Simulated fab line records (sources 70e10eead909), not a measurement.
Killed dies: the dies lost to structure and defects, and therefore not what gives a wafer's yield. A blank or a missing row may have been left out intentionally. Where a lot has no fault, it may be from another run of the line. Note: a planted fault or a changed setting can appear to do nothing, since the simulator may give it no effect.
Shared-tool check ; flow nand_harc ; 36 wafers sampled across 12 lots

== THE REASON FOR OPENING IT ==
On 2 of the 12 lots, a flag is raised at NHARC_A_BLC_INSPECT_28 on the reading raw_defect_count. Wafers without a fault read 420, standard deviation 120.
Rule: a lot is flagged in two cases, either no wafer of it has a number, or all its wafers with numbers fall more than 4 standard deviations from that mean. The rest of the lots are taken to be sound.

lot;measured;on;raw_defect_count, wafer by wafer;flag
L406;day 17 18:40;defect_inspect-02;376 427 498;
L407;day 17 19:31;defect_inspect-02;321 350 283;
L408;day 17 19:41;defect_inspect-01;305 280 271;
L409;day 18 05:05;defect_inspect-02;767 710 590;
L413;day 20 08:23;defect_inspect-02;321 362 268;
L417;day 21 13:26;defect_inspect-01;6818 6686 6861;FLAGGED
L420;day 21 13:53;defect_inspect-01;6745 6817 6618;FLAGGED
L422;day 22 02:23;defect_inspect-02;692 487 363;
L425;day 22 03:39;defect_inspect-01;430 402 319;
L424;day 22 08:21;defect_inspect-02;415 375 349;
L426;day 23 02:02;defect_inspect-01;530 363 300;
L428;day 23 12:41;defect_inspect-02;360 437 376;
The mean of the flagged lots' numbers is 6758, +6338 from the usual (+53 standard deviations).

== TOOL THAT RAN EACH LOT ==
Before the reading, the record contains 4 process steps out of a 1159-step route. Every cell lists first the tool, next ch and the chambers used by the sampled wafers, and last the start.
lot;flag;NHARC_A_BLC_ETCH_16;NHARC_A_BLC_ETCH_18;NHARC_A_BLC_CVD_24;NHARC_A_BLC_CMP_25
L406;;rie_diel-01 ch 0,2,3, day 17 10:00;rie_diel-01 ch 1,2,3, day 17 18:15 or earlier;cvd_w-01 ch 0,1, day 17 18:15 or earlier;cmp-02 ch 1,2, day 17 18:15
L407;;rie_diel-01 ch 0,1,2, day 17 11:32;rie_diel-01 ch 0,2,3, day 17 19:08 or earlier;cvd_w-01 ch 1, day 17 19:08 or earlier;cmp-04 ch 0,1,2, day 17 19:08
L408;;rie_diel-01 ch 0,2,3, day 17 12:55;rie_diel-01 ch 0,1,2, day 17 19:20 or earlier;cvd_w-02 ch 0,1, day 17 19:20 or earlier;cmp-03 ch 1,2,3, day 17 19:20
L409;;rie_diel-12 ch 1,2,3, day 18 02:07;rie_diel-12 ch 0,2, day 18 04:44 or earlier;cvd_w-01 ch 0,1, day 18 04:44 or earlier;cmp-02 ch 0,1,2, day 18 04:44
L413;;rie_diel-12 ch 0,2,3, day 20 01:13;rie_diel-12 ch 0,1,3, day 20 07:59 or earlier;cvd_w-02 ch 0,1, day 20 07:59 or earlier;cmp-02 ch 0,1,3, day 20 07:59
L417;FLAGGED;rie_diel-12 ch 0,1,2, day 20 21:46;rie_diel-12 ch 0,1,2, day 21 13:04 or earlier;cvd_w-02 ch 0,1, day 21 13:04 or earlier;cmp-02 ch 2,3, day 21 13:04
L420;FLAGGED;rie_diel-01 ch 0,2, day 20 23:04;rie_diel-01 ch 0,1,3, day 21 13:31 or earlier;cvd_w-02 ch 0,1, day 21 13:31 or earlier;cmp-03 ch 1,2,3, day 21 13:31
L422;;rie_diel-08 ch 0,1,2, day 21 17:05;rie_diel-08 ch 0,1,2, day 22 01:59 or earlier;cvd_w-01 ch 0,1, day 22 01:59 or earlier;cmp-03 ch 0,1,2, day 22 01:59
L425;;rie_diel-12 ch 0,2,3, day 21 21:04;rie_diel-12 ch 0,2,3, day 22 03:17 or earlier;cvd_w-02 ch 0,1, day 22 03:17 or earlier;cmp-03 ch 0,1,2, day 22 03:17
L424;;rie_diel-08 ch 1,2,3, day 22 03:58;rie_diel-08 ch 0,2,3, day 22 07:58 or earlier;cvd_w-02 ch 0,1, day 22 07:58 or earlier;cmp-04 ch 0,2,3, day 22 07:58
L426;;rie_diel-08 ch 0,1,2, day 22 18:17;rie_diel-08 ch 0,1, day 23 01:41 or earlier;cvd_w-02 ch 0,1, day 23 01:41 or earlier;cmp-04 ch 1,2,3, day 23 01:41
L428;;rie_diel-08 ch 1,3, day 23 09:47;rie_diel-08 ch 1,2, day 23 12:20 or earlier;cvd_w-01 ch 0, day 23 12:20 or earlier;cmp-03 ch 0,1,2, day 23 12:20
What is done by these steps:
- NHARC_A_BLC_ETCH_16: etches the open film in CF4, target depth 39 nm, time 65 s.
- NHARC_A_BLC_ETCH_18: etches the open film in C4F8/O2/Ar, target depth 910 nm.
- NHARC_A_BLC_CVD_24: deposits W, target thk 150 nm, time 434 s.
- NHARC_A_BLC_CMP_25: polishes, t overpolish 30 s, target thk 150 nm.
- NHARC_A_BLC_INSPECT_28

== FLAGGED AGAINST TOTAL, ONE TOOL AT A TIME (gauges that did the reading follow at the end) ==
step;tool;lots run;flagged;share of the flagged lots;sound lots run after its first flagged lot
NHARC_A_BLC_ETCH_16;rie_diel-01;4;1;some;0
NHARC_A_BLC_ETCH_16;rie_diel-08;4;0;none;-
NHARC_A_BLC_ETCH_16;rie_diel-12;4;1;some;1 (L425)
NHARC_A_BLC_ETCH_18;rie_diel-01;4;1;some;0
NHARC_A_BLC_ETCH_18;rie_diel-08;4;0;none;-
NHARC_A_BLC_ETCH_18;rie_diel-12;4;1;some;1 (L425)
NHARC_A_BLC_CVD_24;cvd_w-01;5;0;none;-
NHARC_A_BLC_CVD_24;cvd_w-02;7;2;all;3 (L425,L424,L426)
NHARC_A_BLC_CMP_25;cmp-02;4;1;some;0
NHARC_A_BLC_CMP_25;cmp-03;5;1;some;3 (L422,L425,L428)
NHARC_A_BLC_CMP_25;cmp-04;3;0;none;-
NHARC_A_BLC_INSPECT_28;defect_inspect-01;5;2;all;2 (L425,L426)
NHARC_A_BLC_INSPECT_28;defect_inspect-02;7;0;none;-
NHARC_A_BLC_ETCH_18: start missing for some lots; hours and lot order therefore follow NHARC_A_BLC_CMP_25. NHARC_A_BLC_CVD_24: start missing for some lots; hours and lot order therefore follow NHARC_A_BLC_CMP_25.

== WHAT IS ALLOWED BY THE TABLE ==
In 2 table rows, all flagged lots were run: cvd_w-02 (NHARC_A_BLC_CVD_24), defect_inspect-01 (NHARC_A_BLC_INSPECT_28).
- cvd_w-02 at NHARC_A_BLC_CVD_24: 2 of its 7 lots flagged. Lots that were sound ran on it after the first flagged one (L425, L424, L426); a persistent fault on the entire tool would not allow that. On the flagged lots its readings are blank where sound lots have values: susceptor_temp_C.
- defect_inspect-01 at NHARC_A_BLC_INSPECT_28: 2 of its 5 lots flagged. Lots that were sound ran on it after the first flagged one (L425, L426); a persistent fault on the entire tool would not allow that.
Not one row of the table ran every flagged lot while running no sound lot after the first.

== WHAT THE SIMULATOR HAD PUT IN ==
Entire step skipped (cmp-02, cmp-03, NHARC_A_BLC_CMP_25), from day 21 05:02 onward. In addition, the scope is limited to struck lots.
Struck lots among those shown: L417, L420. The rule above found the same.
